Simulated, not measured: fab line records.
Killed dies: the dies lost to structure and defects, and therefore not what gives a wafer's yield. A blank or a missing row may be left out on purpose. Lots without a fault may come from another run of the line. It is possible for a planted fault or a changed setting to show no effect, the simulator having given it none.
Split-lot trial / flow n5Finfet / on a route of 1938 steps: 7 lots, 36 wafers read

## THE SPLIT
At N5_BEOL_M6_TRENCH_ETCH_37 (etches SiCOH lowk in C4F6/O2, target depth 94.435 nm, time 31.5 s), the setting timeS was moved away from the recipe's 31.5 s on 15 of the 36 wafers read, by -58.5% to +51.3%. For the rest of the wafers, this setting stayed at what the recipe calls for.

## FROM THE SPLIT TO THE READING: what the file shows between them, 8 steps
- N5_BEOL_M6_ETCH_41: etches SiCN in CH3F/O2, target depth 29.7 nm, time 52 s
- N5_BEOL_M6_STRIP_80: strips in N2/H2, time 10 s
- N5_BEOL_M6_OCD_MEAS_38
- N5_BEOL_M6_HM_STRIP_39: strips TiN in peroxide tin strip, target depth 25 nm, time 158 s
- N5_BEOL_M6_SRD_40: time 30 s
- N5_BEOL_M6_ECD_50: material Cu, target thk 300 nm
- N5_BEOL_M6_ANNEAL_51: time 90 s
- N5_BEOL_M6_CMP_52: polishes, stops on SiCOH lowk, t overpolish 6.9 s, target thk 80 nm

## THE READING
M6_THK, in nm, at N5_BEOL_M6_THK_MEAS_53 (measures by xrf). A value of 80.4 nm with a standard deviation of 2.6 nm is what fault-free wafers of this fab line usually give.

wafer=L076.1; tool, chamber at the split=rieDiel-06, 2; timeS as run, s=31.5; against the recipe=recipe; M6_THK, nm=75.6; against lot-mates on the recipe=-
wafer=L076.2; tool, chamber at the split=rieDiel-06, 0; timeS as run, s=31.5; against the recipe=recipe; M6_THK, nm=81.2; against lot-mates on the recipe=-
wafer=L076.3; tool, chamber at the split=rieDiel-06, 3; timeS as run, s=39.61; against the recipe=+25.7%; M6_THK, nm=104.7; against lot-mates on the recipe=+27.6
wafer=L076.4; tool, chamber at the split=rieDiel-06, 1; timeS as run, s=39.61; against the recipe=+25.7%; M6_THK, nm=106.0; against lot-mates on the recipe=+28.9
wafer=L076.5; tool, chamber at the split=rieDiel-06, 3; timeS as run, s=39.61; against the recipe=+25.7%; M6_THK, nm=102.8; against lot-mates on the recipe=+25.7
wafer=L076.6; tool, chamber at the split=rieDiel-06, 2; timeS as run, s=31.5; against the recipe=recipe; M6_THK, nm=74.6; against lot-mates on the recipe=-
wafer=L080.3; tool, chamber at the split=rieDiel-04, 2; timeS as run, s=31.5; against the recipe=recipe; M6_THK, nm=76.0; against lot-mates on the recipe=-
wafer=L080.4; tool, chamber at the split=rieDiel-04, 3; timeS as run, s=31.5; against the recipe=recipe; M6_THK, nm=83.5; against lot-mates on the recipe=-
wafer=L080.5; tool, chamber at the split=rieDiel-04, 0; timeS as run, s=31.5; against the recipe=recipe; M6_THK, nm=80.1; against lot-mates on the recipe=-
wafer=L082.1; tool, chamber at the split=rieDiel-04, 2; timeS as run, s=47.66; against the recipe=+51.3%; M6_THK, nm=125.8; against lot-mates on the recipe=+44.3
wafer=L082.2; tool, chamber at the split=rieDiel-04, 3; timeS as run, s=47.66; against the recipe=+51.3%; M6_THK, nm=137.5; against lot-mates on the recipe=+56.0
wafer=L082.3; tool, chamber at the split=rieDiel-04, 1; timeS as run, s=31.5; against the recipe=recipe; M6_THK, nm=84.5; against lot-mates on the recipe=-
wafer=L082.4; tool, chamber at the split=rieDiel-04, 0; timeS as run, s=31.5; against the recipe=recipe; M6_THK, nm=81.2; against lot-mates on the recipe=-
wafer=L082.5; tool, chamber at the split=rieDiel-04, 3; timeS as run, s=47.66; against the recipe=+51.3%; M6_THK, nm=136.6; against lot-mates on the recipe=+55.1
wafer=L082.6; tool, chamber at the split=rieDiel-04, 2; timeS as run, s=31.5; against the recipe=recipe; M6_THK, nm=78.7; against lot-mates on the recipe=-
wafer=L085.1; tool, chamber at the split=rieDiel-02, 2; timeS as run, s=31.5; against the recipe=recipe; M6_THK, nm=79.3; against lot-mates on the recipe=-
wafer=L085.2; tool, chamber at the split=rieDiel-02, 3; timeS as run, s=31.5; against the recipe=recipe; M6_THK, nm=82.2; against lot-mates on the recipe=-
wafer=L085.3; tool, chamber at the split=rieDiel-02, 1; timeS as run, s=23.12; against the recipe=-26.6%; M6_THK, nm=55.4; against lot-mates on the recipe=-25.0
wafer=L085.4; tool, chamber at the split=rieDiel-02, 2; timeS as run, s=31.5; against the recipe=recipe; M6_THK, nm=79.6; against lot-mates on the recipe=-
wafer=L085.5; tool, chamber at the split=rieDiel-02, 3; timeS as run, s=23.12; against the recipe=-26.6%; M6_THK, nm=57.8; against lot-mates on the recipe=-22.6
wafer=L085.6; tool, chamber at the split=rieDiel-02, 1; timeS as run, s=23.12; against the recipe=-26.6%; M6_THK, nm=55.5; against lot-mates on the recipe=-24.9
wafer=L084.1; tool, chamber at the split=rieDiel-04, 3; timeS as run, s=31.5; against the recipe=recipe; M6_THK, nm=82.8; against lot-mates on the recipe=-
wafer=L084.2; tool, chamber at the split=rieDiel-04, 0; timeS as run, s=47.63; against the recipe=+51.2%; M6_THK, nm=127.4; against lot-mates on the recipe=+46.2
wafer=L084.3; tool, chamber at the split=rieDiel-04, 1; timeS as run, s=47.63; against the recipe=+51.2%; M6_THK, nm=133.2; against lot-mates on the recipe=+52.0
wafer=L084.4; tool, chamber at the split=rieDiel-04, 2; timeS as run, s=31.5; against the recipe=recipe; M6_THK, nm=78.3; against lot-mates on the recipe=-
wafer=L084.5; tool, chamber at the split=rieDiel-04, 1; timeS as run, s=31.5; against the recipe=recipe; M6_THK, nm=82.5; against lot-mates on the recipe=-
wafer=L084.6; tool, chamber at the split=rieDiel-04, 0; timeS as run, s=47.63; against the recipe=+51.2%; M6_THK, nm=126.7; against lot-mates on the recipe=+45.5
wafer=L088.1; tool, chamber at the split=rieDiel-06, 2; timeS as run, s=31.5; against the recipe=recipe; M6_THK, nm=78.0; against lot-mates on the recipe=-
wafer=L088.3; tool, chamber at the split=rieDiel-06, 3; timeS as run, s=31.5; against the recipe=recipe; M6_THK, nm=81.2; against lot-mates on the recipe=-
wafer=L088.5; tool, chamber at the split=rieDiel-06, 3; timeS as run, s=31.5; against the recipe=recipe; M6_THK, nm=81.4; against lot-mates on the recipe=-
wafer=L090.1; tool, chamber at the split=rieDiel-02, 0; timeS as run, s=13.07; against the recipe=-58.5%; M6_THK, nm=26.8; against lot-mates on the recipe=-54.7
wafer=L090.2; tool, chamber at the split=rieDiel-02, 3; timeS as run, s=13.07; against the recipe=-58.5%; M6_THK, nm=26.7; against lot-mates on the recipe=-54.8
wafer=L090.3; tool, chamber at the split=rieDiel-02, 2; timeS as run, s=13.07; against the recipe=-58.5%; M6_THK, nm=25.2; against lot-mates on the recipe=-56.3
wafer=L090.4; tool, chamber at the split=rieDiel-02, 1; timeS as run, s=31.5; against the recipe=recipe; M6_THK, nm=79.0; against lot-mates on the recipe=-
wafer=L090.5; tool, chamber at the split=rieDiel-02, 3; timeS as run, s=31.5; against the recipe=recipe; M6_THK, nm=83.5; against lot-mates on the recipe=-
wafer=L090.6; tool, chamber at the split=rieDiel-02, 0; timeS as run, s=31.5; against the recipe=recipe; M6_THK, nm=82.0; against lot-mates on the recipe=-

THE FIT
A straight line over all 36 wafers: M6_THK changes by +0.958 nm for each +1% of timeS; r = +0.99; the points scatter about the line by 3.1 nm.
The same after taking each lot's own level away (the mean of its wafers on the recipe; 36 wafers): +0.962 nm for each +1%; r = +1.00; scatter 2.8 nm.
On that fit, the largest move of timeS shifts the reading by 56 nm.
Measured against the standard deviation above, the lots' own levels, which go from 77.13 to 81.50 nm, span 1.7 times it.
The two slopes agree, so the slope changes little with the lot-to-lot level.
Check: for one of the wafers moved furthest among these (-58.5%), held out of the fit, the line's prediction against its lot-mates is -56 nm. It came out at -54.7 nm against them.

## FURTHER SPLITS ON THESE WAFERS
Note: prior to the reading, these wafers also went through further splits. Each is held against what the fit with the lots' levels taken away leaves over:
other split on the same wafers=N5_DUMMY_GATE_HM_DEP_06 timeS; wafers away from the commonest value=27; r with M6_THK (lot level and that fit taken away)=-0.11
other split on the same wafers=N5_DUMMY_GATE_ETCH_31 targetDepthA; wafers away from the commonest value=12; r with M6_THK (lot level and that fit taken away)=-0.04
other split on the same wafers=N5_HKMG_FIN_ETCH_55 timeS; wafers away from the commonest value=14; r with M6_THK (lot level and that fit taken away)=+0.26
other split on the same wafers=N5_BEOL_M0_SAQP_PECVD_00 timeS; wafers away from the commonest value=7; r with M6_THK (lot level and that fit taken away)=+0.05

## THE WHOLE CHAIN: every reading that the file lists as answering this split, in the file's order
step=N5_BEOL_M6_TRENCH_ETCH_37; what it does=etches SiCOH lowk in C4F6/O2, target depth 94.435 nm, time 31.5 s; reading=BEOL_M6.featureDepthNm (the simulator's own value, which no gauge read); change (the file's fit)=+0.96 nm for each +1% of the setting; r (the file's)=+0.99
step=N5_BEOL_M6_TRENCH_ETCH_37; what it does=etches SiCOH lowk in C4F6/O2, target depth 94.435 nm, time 31.5 s; reading=etch.depthNm (the simulator's own value, which no gauge read); change (the file's fit)=+0.96 nm for each +1% of the setting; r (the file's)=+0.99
step=N5_BEOL_M6_TRENCH_ETCH_37; what it does=etches SiCOH lowk in C4F6/O2, target depth 94.435 nm, time 31.5 s; reading=TiN_of_BEOL_M6_HM_DEP_02.thkNm (the simulator's own value, which no gauge read); change (the file's fit)=-0.0272 nm for each +1% of the setting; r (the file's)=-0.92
step=N5_BEOL_M6_OCD_MEAS_38; what it does=; reading=trenchDepthNm; change (the file's fit)=+0.953 nm for each +1% of the setting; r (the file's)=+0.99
step=N5_BEOL_M6_CMP_52; what it does=polishes, stops on SiCOH lowk, t overpolish 6.9 s, target thk 80 nm; reading=Cu_of_BEOL_M6_ECD_50.thkNm (the simulator's own value, which no gauge read); change (the file's fit)=+0.958 nm for each +1% of the setting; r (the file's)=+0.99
step=N5_BEOL_M6_THK_MEAS_53; what it does=measures by xrf; reading=M6_THK; change (the file's fit)=+0.965 for each +1% of the setting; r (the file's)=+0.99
step=N5_BEOL_M6_RS_MEAS_57; what it does=measures by four-point-probe; reading=M6_RS; change (the file's fit)=not straight: 1.179 at the lowest setting, 0.287 at the recipe, 0.162 at the highest; r (the file's)=not given

## FILE'S OWN FIT
M6_THK changes by +0.965 nm for each +1% of timeS, r = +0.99.
